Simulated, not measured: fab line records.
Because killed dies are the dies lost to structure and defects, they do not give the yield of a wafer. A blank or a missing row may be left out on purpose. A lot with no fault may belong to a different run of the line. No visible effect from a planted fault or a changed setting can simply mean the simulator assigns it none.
Split-lot study	flow n5 finfet	7 lots, 39 wafers read, on a route of 1938 steps

ABOUT THE SPLIT
At N5_BEOL_M4_ILD_DEP_00 (deposits SiOC from DEMS/O2, target thk 79 nm, time 15.3 s), the setting time s was moved away from the recipe's 15.3 s on 9 of the 39 wafers read, by -57.1% to +34.6%. The other wafers ran this setting at the recipe's value.

Between the split and the reading, the file records no step.

THE READING
M4_ILD_THK, in nm, at N5_BEOL_M4_THK_MEAS_01. On this fab line, fault-free wafers typically give 79.3 nm with a standard deviation of 1.1 nm.

wafer	tool, chamber at the split	time s as run, s	against the recipe	M4_ILD_THK, nm	against lot-mates on the recipe
L075.1	pecvd-01, 2	15.3	recipe	79.6	-
L075.3	pecvd-01, 1	15.3	recipe	78.8	-
L075.4	pecvd-01, 1	15.3	recipe	81.0	-
L080.1	pecvd-01, 2	15.3	recipe	79.5	-
L080.2	pecvd-01, 1	6.559	-57.1%	33.3	-46.4
L080.3	pecvd-01, 0	15.3	recipe	78.6	-
L080.4	pecvd-01, 0,1	6.559	-57.1%	34.8	-44.9
L080.5	pecvd-01, 2	15.3	recipe	80.9	-
L080.6	pecvd-01, 0,1	6.559	-57.1%	34.8	-44.9
L086.1	pecvd-01, 1	15.3	recipe	78.2	-
L086.2	pecvd-01, 0	8.353	-45.4%	44.1	-36.0
L086.3	pecvd-01, 2	8.353	-45.4%	44.7	-35.4
L086.4	pecvd-01, 0	8.353	-45.4%	42.7	-37.4
L086.5	pecvd-01, 1	15.3	recipe	80.5	-
L086.6	pecvd-01, 2	15.3	recipe	81.5	-
L087.1	pecvd-04, 0	20.6	+34.6%	103.3	+24.2
L087.2	pecvd-04, 2,1	20.6	+34.6%	104.6	+25.5
L087.3	pecvd-04, 2,1	20.6	+34.6%	104.6	+25.5
L087.4	pecvd-04, 2	15.3	recipe	78.2	-
L087.5	pecvd-04, 0	15.3	recipe	79.0	-
L087.6	pecvd-04, 1	15.3	recipe	80.0	-
L089.1	pecvd-03, 1	15.3	recipe	79.1	-
L089.2	pecvd-03, 0	15.3	recipe	79.0	-
L089.3	pecvd-03, 2	15.3	recipe	78.9	-
L089.4	pecvd-03, 2	15.3	recipe	81.4	-
L089.5	pecvd-03, 0	15.3	recipe	79.8	-
L089.6	pecvd-03, 1	15.3	recipe	80.2	-
L090.1	pecvd-04, 0	15.3	recipe	79.5	-
L090.2	pecvd-04, 1	15.3	recipe	79.2	-
L090.3	pecvd-04, 2	15.3	recipe	79.2	-
L090.4	pecvd-04, 2	15.3	recipe	79.7	-
L090.5	pecvd-04, 1	15.3	recipe	80.7	-
L090.6	pecvd-04, 0	15.3	recipe	79.5	-
L092.1	pecvd-01, 1	15.3	recipe	78.4	-
L092.2	pecvd-01, 0	15.3	recipe	79.8	-
L092.3	pecvd-01, 2	15.3	recipe	79.6	-
L092.4	pecvd-01, 2	15.3	recipe	81.0	-
L092.5	pecvd-01, 0	15.3	recipe	80.2	-
L092.6	pecvd-01, 1	15.3	recipe	80.6	-
Rows listing several chambers each stand for several wafers; the file does not say which wafer went through which chamber.

THE FIT
A straight line over all 39 wafers: M4_ILD_THK changes by +0.774 nm for each +1% of time s; r = +1.00; the points scatter about the line by 1.1 nm.
The same after taking each lot's own level away (the mean of its wafers on the recipe; 39 wafers): +0.78 nm for each +1%; r = +1.00; scatter 1 nm.
The reading moves by 45 nm for the largest change in time s, on that fit.
Across the lots, their own levels run from 79.07 to 80.07 nm, a range of 0.9 times the standard deviation given above.
Hence the lot-to-lot level has little effect on the slope; both slopes agree.
Check: for one of the wafers moved furthest among these (-57.1%), held out of the fit, the line's prediction against its lot-mates is -44.5 nm. It came out at -46.4 nm against them.

ADDITIONAL SPLITS CARRIED BY THESE WAFERS
Note: prior to the reading, these wafers also went through further splits. Each is held against what the fit with the lots' levels taken away leaves over:
other split on the same wafers	wafers away from the commonest value	r with M4_ILD_THK (lot level and that fit taken away)
N5_PMOS_HMC_CHANNEL_EPI_HM_DEP_34 target thk a	12	-0.06
N5_GATE_CUT_HM_DEP_46 time s	15	+0.44
N5_BEOL_M0_SAQP_SPACER2_ALD_26 target thk a	12	+0.06

THE WHOLE CHAIN: every reading that the file lists as answering this split, in the file's order
step	what it does	reading	change (the file's fit)	r (the file's)
N5_BEOL_M4_ILD_DEP_00	deposits SiOC from DEMS/O2, target thk 79 nm, time 15.3 s	SiOC_of_BEOL_M4_ILD_DEP_00.thk nm (the simulator's own value, which no gauge read)	+0.782 nm for each +1% of the setting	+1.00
N5_BEOL_M4_THK_MEAS_01		M4_ILD_THK	+0.783 for each +1% of the setting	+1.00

FILE'S OWN FIT
M4_ILD_THK changes by +0.783 nm for each +1% of time s, r = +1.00.
